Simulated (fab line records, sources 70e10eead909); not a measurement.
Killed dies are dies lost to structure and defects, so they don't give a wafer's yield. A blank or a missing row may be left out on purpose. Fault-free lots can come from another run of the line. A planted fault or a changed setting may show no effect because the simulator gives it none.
What tool caused it? -- flow nand harc -- 33 wafers from 11 lots sampled at 3 of the route's 1302 steps

## WHAT THE GAUGES READ, wafer by wafer
NHARC_A_CHANNEL_HOLE_D1_INSPECT_40. Usual: 71 for raw defect count, sd 23.
lot,measured,on,raw defect count,flag
L660,day 8 18:43,defect inspect-01,94 76 92,
L661,day 8 23:37,defect inspect-02,113 126 92,
L663,day 10 02:56,defect inspect-02,65 45 41,
L664,day 10 13:40,defect inspect-02,45 45 38,
L665,day 10 14:05,defect inspect-01,90 101 84,
L666,day 11 03:46,defect inspect-01,35 50 36,
L668,day 12 00:17,defect inspect-02,92 97 103,
L677,day 15 16:53,defect inspect-02,82 74 83,
L678,day 16 01:05,defect inspect-02,88 65 47,
L682,day 17 23:24,defect inspect-01,45 55 42,
L683,day 18 19:13,defect inspect-02,91 75 62,

## TOOL THAT RAN EACH LOT (tool first, then ch and the chambers of the sampled wafers, then the start)
lot,NHARC_A_CHANNEL_HOLE_D1_ETCH_44,NHARC_A_CHANNEL_HOLE_D1_STRIP_27
L660,"rie diel-12 ch 0,2, day 8 17:44","rie diel-12 ch 1,3, day 8 18:43 or earlier"
L661,"rie diel-12 ch 2,3, day 8 22:38","rie diel-12 ch 1,2, day 8 23:37 or earlier"
L663,"rie diel-12 ch 0,2, day 10 01:57","rie diel-12 ch 0,3, day 10 02:56 or earlier"
L664,"rie diel-04 ch 1,3, day 10 12:41","rie diel-04 ch 1,2,3, day 10 13:40 or earlier"
L665,"rie diel-12 ch 0,2,3, day 10 13:04","rie diel-12 ch 0,1,3, day 10 14:05 or earlier"
L666,"rie diel-12 ch 0,1,3, day 11 02:48","rie diel-12 ch 2,3, day 11 03:46 or earlier"
L668,"rie diel-10 ch 0,1,2, day 11 23:17","rie diel-10 ch 0,1,3, day 12 00:17 or earlier"
L677,"rie diel-10 ch 0,1, day 15 15:32","rie diel-10 ch 0,1, day 15 15:54"
L678,"rie diel-12 ch 1,2,3, day 16 00:06","rie diel-12 ch 0,1, day 16 01:05 or earlier"
L682,"rie diel-10 ch 1,2,3, day 17 22:25","rie diel-10 ch 0,1,3, day 17 23:24 or earlier"
L683,"rie diel-04 ch 0,1,2, day 18 18:14","rie diel-04 ch 2,3, day 18 19:13 or earlier"
- NHARC_A_CHANNEL_HOLE_D1_ETCH_44: etches the open film in CF4/O2, target depth 140 nm, overetch 14 nm, time 77 s.
- NHARC_A_CHANNEL_HOLE_D1_STRIP_27: strips in O2.

## WHAT THE TOOLS THEMSELVES READ (means of the sampled wafers that have a number; where no wafer has one, the mark that the record gives instead)
NHARC_A_CHANNEL_HOLE_D1_ETCH_44. Usual: drypump motor current A 5.7 A, standard deviation 0.6; o2 flow sccm 20.00 sccm, standard deviation 0.06; oes product au 1.002 a.u., standard deviation 0.0062; rf vpp V 197.1 V, standard deviation 1.2; showerhead plenum p Torr 1.30 Torr, standard deviation 0.043; throttle valve pct 13.397 %, standard deviation 0.0088.
lot,tool,drypump motor current A (A),o2 flow sccm (sccm),oes product au (a.u.),rf vpp V (V),showerhead plenum p Torr (Torr),throttle valve pct (%),flag
L660,rie diel-12,5.7,20.11,0.999,197.3,1.29,13.395,
L661,rie diel-12,5.1,20.05,1.004,196.2,1.26,13.395,
L663,rie diel-12,5.5,19.98,1.002,196.7,1.29,13.402,
L664,rie diel-04,5.8,19.94,1.007,197.1,1.34,13.394,
L665,rie diel-12,5.4,20.02,1.009,196.0,1.27,13.392,
L666,rie diel-12,5.9,20.01,1.004,196.7,1.29,13.394,
L668,rie diel-10,5.8,20.02,1.000,198.1,1.30,13.400,
L677,rie diel-10,5.9,20.00,1.005,198.1,1.32,13.396,
L678,rie diel-12,5.6,19.98,1.002,197.2,1.28,13.399,
L682,rie diel-10,5.5,19.98,1.000,196.9,1.28,13.395,
L683,rie diel-04,5.1,20.02,1.003,197.1,1.33,13.405,

NHARC_A_CHANNEL_HOLE_D1_STRIP_27. Usual: drypump motor current A 5.7 A, standard deviation 0.59; o2 flow sccm 500.0 sccm, standard deviation 1.6; oes product au 1.000 a.u., standard deviation 0.0066; rf vpp V 57.5 V, standard deviation 0.89; showerhead plenum p Torr 3.44 Torr, standard deviation 0.11; throttle valve pct 17.036 %, standard deviation 0.0092.
lot,tool,drypump motor current A (A),o2 flow sccm (sccm),oes product au (a.u.),rf vpp V (V),showerhead plenum p Torr (Torr),throttle valve pct (%),flag
L660,rie diel-12,6.1,499.1,1.000,57.3,3.44,17.048,
L661,rie diel-12,6.1,500.1,0.996,57.6,3.47,17.041,
L663,rie diel-12,5.7,500.9,1.007,57.3,3.39,17.038,
L664,rie diel-04,5.6,499.9,0.998,57.7,3.48,17.026,
L665,rie diel-12,5.9,500.2,1.001,57.8,3.41,17.043,
L666,rie diel-12,5.1,501.7,0.992,57.9,3.33,17.033,
L668,rie diel-10,5.7,500.1,1.005,58.1,3.47,17.036,
L677,rie diel-10,5.9,498.4,1.005,58.1,3.50,17.033,
L678,rie diel-12,6.4,499.6,1.001,57.2,3.48,17.033,
L682,rie diel-10,5.7,499.7,1.008,58.0,3.45,17.038,
L683,rie diel-04,5.9,499.5,0.995,57.9,3.50,17.032,

## THE ANSWER, worked out from the rows above alone
Rule: take the mean of a lot's wafers that have a number; if it is more than 3 standard deviations from the usual mean, the lot is off. Also off: a lot with no number at a reading for which 4 or more lots have one. Where the step has rows for the other lots, those lots are counted as sound. First the gauges in route order, then the tools' own readings, where a lot's mean is used as printed above. At the first step where some lot is off, the reading lying furthest off is the one used; lots without a number count as furthest.
Across all readings shown, no lot is off: no conclusion can be drawn from this.

## WHAT THE SIMULATOR PUT IN
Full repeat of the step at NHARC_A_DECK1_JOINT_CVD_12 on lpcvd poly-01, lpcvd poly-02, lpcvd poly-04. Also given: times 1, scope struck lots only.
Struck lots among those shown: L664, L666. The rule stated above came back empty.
